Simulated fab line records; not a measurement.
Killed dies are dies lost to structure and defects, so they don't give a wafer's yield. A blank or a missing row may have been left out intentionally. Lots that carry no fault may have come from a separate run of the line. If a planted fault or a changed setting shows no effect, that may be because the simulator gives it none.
Chamber matching :: flow nand harc :: 4 sister chambers for NHARC_P_ZERO_WELL_DESCUM_54 on rie diel-07
The step chemistry O2, time 3 s. 14 wafers are shown with their chamber, then 7 later ones without.

## WAFERS WITH THEIR CHAMBER
wafer: L074.4
chamber: 3
showerhead plenum p Torr (Torr): 2.03
drypump motor current A (A): 5.9
rf vpp V (V): 58.9

wafer: L074.5
chamber: 0
showerhead plenum p Torr (Torr): 1.94
drypump motor current A (A): 5.1
rf vpp V (V): 58.8

wafer: L074.6
chamber: 2
showerhead plenum p Torr (Torr): 1.84
drypump motor current A (A): 5.7
rf vpp V (V): 57.7

wafer: L076.1
chamber: 3
showerhead plenum p Torr (Torr): 2.02
drypump motor current A (A): 5.9
rf vpp V (V): 59.3

wafer: L076.2
chamber: 2
showerhead plenum p Torr (Torr): 1.83
drypump motor current A (A): 5.6
rf vpp V (V): 57.2

wafer: L076.6
chamber: 2
showerhead plenum p Torr (Torr): 1.83
drypump motor current A (A): 5.6
rf vpp V (V): 58.1

wafer: L080.1
chamber: 3
showerhead plenum p Torr (Torr): 2.02
drypump motor current A (A): 5.8
rf vpp V (V): 58.1

wafer: L080.2
chamber: 1
showerhead plenum p Torr (Torr): 1.93
drypump motor current A (A): 6.0
rf vpp V (V): 57.0

wafer: L080.3
chamber: 2
showerhead plenum p Torr (Torr): 1.83
drypump motor current A (A): 5.7
rf vpp V (V): 58.8

wafer: L082.3
chamber: 2
showerhead plenum p Torr (Torr): 1.83
drypump motor current A (A): 5.7
rf vpp V (V): 57.5

wafer: L082.4
chamber: 1
showerhead plenum p Torr (Torr): 1.93
drypump motor current A (A): 6.0
rf vpp V (V): 57.4

wafer: L082.5
chamber: 2
showerhead plenum p Torr (Torr): 1.83
drypump motor current A (A): 5.7
rf vpp V (V): 57.3

wafer: L083.3
chamber: 1
showerhead plenum p Torr (Torr): 1.93
drypump motor current A (A): 6.0
rf vpp V (V): 57.7

wafer: L083.4
chamber: 1
showerhead plenum p Torr (Torr): 1.93
drypump motor current A (A): 6.0
rf vpp V (V): 56.3

SIGNATURES (means of the wafers above)
reading: showerhead plenum p Torr
chamber 0: 1.9400
chamber 1: 1.9300
chamber 2: 1.8317
chamber 3: 2.0233
scatter within a chamber: 0.00387

reading: drypump motor current A
chamber 0: 5.100
chamber 1: 6.000
chamber 2: 5.667
chamber 3: 5.867
scatter within a chamber: 0.0447

reading: rf vpp V
chamber 0: 58.800
chamber 1: 57.100
chamber 2: 57.767
chamber 3: 58.767
scatter within a chamber: 0.603
Rule: for each reading, subtract the chamber's mean from the wafer's reading, divide by that reading's scatter and square the result; add these up over the readings and take the root, which gives the wafer's distance from the chamber. The wafer belongs to the nearest chamber; if the next one is less than 2 further off, it can't be placed. The scatter: the root of (the sum of the squares of (reading less its chamber's mean) over the shown wafers, divided by (wafers less chambers)).

## WAFERS MISSING THEIR CHAMBER
wafer: L083.6
showerhead plenum p Torr (Torr): 1.83
drypump motor current A (A): 5.7
rf vpp V (V): 56.6

wafer: L086.1
showerhead plenum p Torr (Torr): 1.92
drypump motor current A (A): 5.1
rf vpp V (V): 59.9

wafer: L086.2
showerhead plenum p Torr (Torr): 2.01
drypump motor current A (A): 5.9
rf vpp V (V): 59.2

wafer: L086.4
showerhead plenum p Torr (Torr): 1.93
drypump motor current A (A): 6.0
rf vpp V (V): 56.7

wafer: L092.1
showerhead plenum p Torr (Torr): 1.82
drypump motor current A (A): 5.7
rf vpp V (V): 57.3

wafer: L092.3
showerhead plenum p Torr (Torr): 2.01
drypump motor current A (A): 5.8
rf vpp V (V): 58.3

wafer: L092.5
showerhead plenum p Torr (Torr): 2.01
drypump motor current A (A): 5.8
rf vpp V (V): 57.8

## WHICH CHAMBER EACH WENT THROUGH
wafer: L083.6
from the rows above: 2
in truth: 2

wafer: L086.1
from the rows above: 0
in truth: 0

wafer: L086.2
from the rows above: 3
in truth: 3

wafer: L086.4
from the rows above: 1
in truth: 1

wafer: L092.1
from the rows above: 2
in truth: 2

wafer: L092.3
from the rows above: 3
in truth: 3

wafer: L092.5
from the rows above: 3
in truth: 3
Correct placement for 7 of the 7. Can't be placed from these rows: 0. 0 placed wrongly.
